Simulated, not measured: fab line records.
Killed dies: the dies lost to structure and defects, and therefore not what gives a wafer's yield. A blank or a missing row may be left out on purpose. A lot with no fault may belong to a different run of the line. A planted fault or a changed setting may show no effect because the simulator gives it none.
Comparing a struck lot with a sound one / flow n5Finfet / 18 out of 1938 route steps
Sound: the wafers L198.1, L198.3, L198.6. Struck: wafer L206.1; the same lot's L206.2 was not struck, so it is left out; see the end for the cause.
For every step that has rows: the tool of each side, followed by ch and its chambers, followed by its first start. Under that, the readings that differ: sound wafers / struck wafers / difference of the means / sigmas: that difference in standard deviations of wafers without a fault.
alike: readings with means less than 2 such deviations apart, plus words and numbers identical on both sides. not compared: withheld readings, readings lacking a value on some wafer, bounds such as >300 that could conceal the same value, and numbers that have no deviation in the record and whose values overlap.
The two part at a step that has a row with sigmas, a row that says differs or no value, or rows on one side only. Non-overlapping numbers with no deviation appear without sigmas and do not part them. Lack of a reading on every wafer of one side parts them only where that side has two or more wafers.

first, 6 steps without rows for these wafers: N5_BEOL_M5_COAT_22 (resist thk 30 nm); N5_BEOL_M5_EBR_24; N5_BEOL_M5_SOFTBAKE_23 (time 60 s); N5_BEOL_M5_EXPOSE_25 (exposes mask V4, defocus 10 nm); N5_BEOL_M5_PEB_26 (peb time 60 s); N5_BEOL_M5_DEVELOP_27 (develop time 30 s).
N5_BEOL_M5_CD_MEAS_28: target cd 30.6 nm, target cd y 20 nm.
  sound on cdSem-02 ch 0, day 11 10:59; struck on cdSem-03 ch 0, day 13 17:23
  alike: cdNm
N5_BEOL_M5_OVL_MEAS_29:
  sound on overlay-01 ch 0, day 11 11:01; struck on overlay-02 ch 0, day 13 17:25
  alike: V4_OVL
N5_BEOL_M5_INSPECT_30: inspects for defects (brightfield).
  struck on defectInspect-01, day 13 17:29; sound on defectInspect-01, day 11 11:04
  alike: rawDefectCount
N5_BEOL_M5_DESCUM_33: chemistry O2, time 7 s.
  sound on rieDiel-01 ch 2,3, day 11 11:07; struck on rieDiel-03 ch 3, day 13 17:31
  alike: drypumpMotorCurrentA, o2FlowSccm, oesProductAu, rfVppV, showerheadPlenumPTorr, throttleValvePct
  not compared: rfHoursCounterH
N5_BEOL_M5_ETCH_75: etches underlayer in N2/H2, target depth 6.5 nm, time 5.2 s.
  sound on rieDiel-01 ch 2,3, day 11 11:08; struck on rieDiel-03 ch 3, day 13 17:33
  alike: drypumpMotorCurrentA, etchRfOnTimeS, oesProductAu, rfVppV, showerheadPlenumPTorr, throttleValvePct
  not compared: rfHoursCounterH
N5_BEOL_M5_ETCH_67: etches SiARC in CF4, target depth 15.6 nm, time 26 s.
  sound on rieDiel-01 ch 2,3, day 11 11:10; struck on rieDiel-03 ch 3, day 13 17:34
  alike: drypumpMotorCurrentA, etchRfOnTimeS, oesProductAu, rfVppV, showerheadPlenumPTorr, throttleValvePct
  not compared: rfHoursCounterH
N5_BEOL_M5_ETCH_68: etches SOC in N2/H2, target depth 80 nm, overetch 16 nm, time 120 s.
  sound on rieDiel-01 ch 2,3, day 11 11:11; struck on rieDiel-03 ch 3, day 13 17:36
reading=model.SiARC_of_BEOL_M5_COAT_66.thkNm (nm); sound=6.4 6.6 6.2; struck=4; difference=-2; sigmas=
reading=model.BEOL_M5.cdNm (nm); sound=28.4 28 28.4; struck=28.8; difference=+0.5; sigmas=
  alike: drypumpMotorCurrentA, oesProductAu, rfVppV, showerheadPlenumPTorr, throttleValvePct
  not compared: rfHoursCounterH
then, 2 steps without rows for these wafers: N5_BEOL_M5_STRIP_69 (strips in N2/H2); N5_BEOL_M5_STRIP_76 (strips in N2/H2).
N5_BEOL_M5_VIA_ETCH_34: etches SiCOH lowk in C4F6/O2, target depth 88.3 nm, time 39.2 s.
  sound on rieDiel-01 ch 2,3, day 11 11:17; struck on rieDiel-03 ch 3, day 13 17:42
reading=model.BEOL_M5.cdNm (nm); sound=28.4 28 28.4; struck=28.8; difference=+0.5; sigmas=
  alike: drypumpMotorCurrentA, oes_o_777_au, oesProductAu, rfVppV, showerheadPlenumPTorr, throttleValvePct
  not compared: rfHoursCounterH
then, 2 steps without rows for these wafers: N5_BEOL_M5_STRIP_85 (strips in C4F6/O2); N5_PASSIVATION_PROBE_49.

## WHERE THEY PART
Nowhere in this record.

WHY: whatever the simulator had introduced
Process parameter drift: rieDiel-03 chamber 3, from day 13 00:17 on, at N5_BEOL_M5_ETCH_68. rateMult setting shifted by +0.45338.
